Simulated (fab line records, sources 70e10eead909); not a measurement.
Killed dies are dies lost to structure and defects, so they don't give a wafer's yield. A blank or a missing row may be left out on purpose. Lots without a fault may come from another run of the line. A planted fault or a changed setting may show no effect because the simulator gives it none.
Chamber matching | flow nand_harc | NHARC_P_GATE_DESCUM_93 on rie_diel-08: 4 sister chambers
The step chemistry O2, time 3 s. 8 wafers are shown with their chamber, then 12 later ones without.

WAFERS WITH THEIR CHAMBER
wafer  | chamber | showerhead_plenum_p_Torr (Torr) | drypump_motor_current_A (A)
L083.6 | 2       | 1.91                            | 6.1
L084.4 | 1       | 1.86                            | 6.6
L086.2 | 2       | 1.91                            | 6.1
L089.4 | 0       | 1.94                            | 5.5
L089.5 | 3       | 1.82                            | 5.2
L088.2 | 0       | 1.93                            | 5.6
L088.3 | 1       | 1.86                            | 6.5
L088.4 | 3       | 1.82                            | 5.2

WAFERS WITHOUT THEIR CHAMBER
wafer  | showerhead_plenum_p_Torr (Torr) | drypump_motor_current_A (A)
L092.1 | 1.91                            | 6.0
L092.2 | 1.82                            | 5.2
L092.5 | 1.82                            | 5.2
L092.3 | 1.86                            | 6.5
L092.4 | 1.93                            | 5.6
L092.6 | 1.93                            | 5.5
L093.1 | 1.86                            | 6.6
L093.4 | 1.91                            | 6.1
L093.6 | 1.86                            | 6.5
L097.3 | 1.82                            | 5.2
L097.5 | 1.82                            | 5.2
L097.6 | 1.93                            | 5.6

WHICH CHAMBER EACH WENT THROUGH
wafer  | from the rows above | in truth
L092.1 | 2                   | 2
L092.2 | 3                   | 3
L092.5 | 3                   | 3
L092.3 | 1                   | 1
L092.4 | 0                   | 0
L092.6 | 0                   | 0
L093.1 | 1                   | 1
L093.4 | 2                   | 2
L093.6 | 1                   | 1
L097.3 | 3                   | 3
L097.5 | 3                   | 3
L097.6 | 0                   | 0
Placed correctly: 12 of 12. Can't be placed from these rows: 0. Placed wrongly: 0.
How it was worked out, from the rows above alone: a wafer's distance from a chamber is the root of the sum, over the readings, of the square of ((its reading less the chamber's mean) divided by the reading's scatter). The wafer belongs to the nearest chamber; if the next one is less than 2 further off, it can't be placed. A chamber's mean is the mean of its shown wafers. The scatter: the root of (the sum of the squares of (reading less its chamber's mean) over the shown wafers, divided by (wafers less chambers)).
